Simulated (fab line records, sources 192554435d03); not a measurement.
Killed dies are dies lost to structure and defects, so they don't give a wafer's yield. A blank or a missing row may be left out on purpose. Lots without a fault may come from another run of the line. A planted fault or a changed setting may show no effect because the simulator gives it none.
Split-lot experiment | flow n5_finfet | 7 lots, 21 wafers read, on a route of 1938 steps

THE SPLIT
At N5_BEOL_M6_DESCUM_33 (chemistry O2, time 7 s), the setting time_s was moved away from the recipe's 7 s on 5 of the 21 wafers read, by -13.9% to +12.7%. The other wafers ran this setting at the recipe's value.

The reading is taken at the split's own step.

THE READING
CAR-EUV_of_BEOL_M6_COAT_22.thk_nm (the simulator's own value, which no gauge read), in nm, at N5_BEOL_M6_DESCUM_33 (chemistry O2, time 7 s). The file gives no usual value for it. The 16 wafers here that ran the recipe average 26.1 nm, standard deviation 0.099 nm.

wafer  | tool, chamber at the split | time_s as run, s | against the recipe | CAR-EUV_of_BEOL_M6_COAT_22.thk_nm, nm | against lot-mates on the recipe
L075.1 | rie_diel-04, 1,0,1         | 7                | recipe             | 26                                    | -
L075.3 | rie_diel-04, 1,0,1         | 7                | recipe             | 26                                    | -
L075.5 | rie_diel-04, 1,0,1         | 7                | recipe             | 26                                    | -
L081.1 | rie_diel-03, 0,3           | 7                | recipe             | 26.2                                  | -
L081.2 | rie_diel-03, 0,3           | 7                | recipe             | 26.2                                  | -
L081.5 | rie_diel-03, 2             | 6.028            | -13.9%             | 26.6                                  | +0.4
L085.1 | rie_diel-04, 2,1,2         | 7                | recipe             | 26                                    | -
L085.2 | rie_diel-04, 2,1,2         | 7                | recipe             | 26                                    | -
L085.5 | rie_diel-04, 2,1,2         | 7                | recipe             | 26                                    | -
L086.2 | rie_diel-04, 0             | 7                | recipe             | 26                                    | -
L086.3 | rie_diel-04, 1,3           | 7                | recipe             | 26.2                                  | -
L086.5 | rie_diel-04, 1,3           | 7                | recipe             | 26.2                                  | -
L090.1 | rie_diel-02, 1             | 7                | recipe             | 26                                    | -
L090.3 | rie_diel-02, 2,1           | 7.888            | +12.7%             | 25.6                                  | -0.4
L090.5 | rie_diel-02, 2,1           | 7.888            | +12.7%             | 25.6                                  | -0.4
L093.2 | rie_diel-03, 3,2,3         | 7                | recipe             | 26.2                                  | -
L093.4 | rie_diel-03, 3,2,3         | 7                | recipe             | 26.2                                  | -
L093.6 | rie_diel-03, 3,2,3         | 7                | recipe             | 26.2                                  | -
L096.1 | rie_diel-03, 1             | 6.298            | -10.0%             | 26.6                                  | +0.6
L096.2 | rie_diel-03, 0             | 6.298            | -10.0%             | 26.4                                  | +0.4
L096.3 | rie_diel-03, 3             | 7                | recipe             | 26                                    | -
Where a row lists several chambers, the file gives one row for several wafers and doesn't say which wafer went through which chamber.

THE FIT
A straight line over all 21 wafers: CAR-EUV_of_BEOL_M6_COAT_22.thk_nm changes by -0.0388 nm for each +1% of time_s; r = -0.93; the points scatter about the line by 0.097 nm.
The same after taking each lot's own level away (the mean of its wafers on the recipe; 21 wafers): -0.0358 nm for each +1%; r = -0.95; scatter 0.072 nm.
On that fit, the largest move of time_s shifts the reading by 0.5 nm.
The lots' own levels span 26.00 to 26.20 nm, that is 2.0 times the standard deviation above.
So the lot-to-lot level changes the slope little: the two slopes agree.
Check: with one of the wafers moved furthest among these (-13.9%) left out of the fit, the line predicts +0.559 nm for it against its lot-mates. It came out at +0.4 nm against them.

OTHER SPLITS ON THESE WAFERS
These wafers also went through other splits before the reading. Each is held against what the fit with the lots' levels taken away leaves over:
other split on the same wafers     | wafers away from the commonest value | r with CAR-EUV_of_BEOL_M6_COAT_22.thk_nm (lot level and that fit taken away)
N5_BEOL_M5_TRENCH_ETCH_37 source_w | 8                                    | -0.10
N5_BEOL_M5_SPUTTER_48 time_s       | 9                                    | +0.06

THE FILE'S OWN FIT
CAR-EUV_of_BEOL_M6_COAT_22.thk_nm changes by -0.0344 nm for each +1% of time_s, r = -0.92.
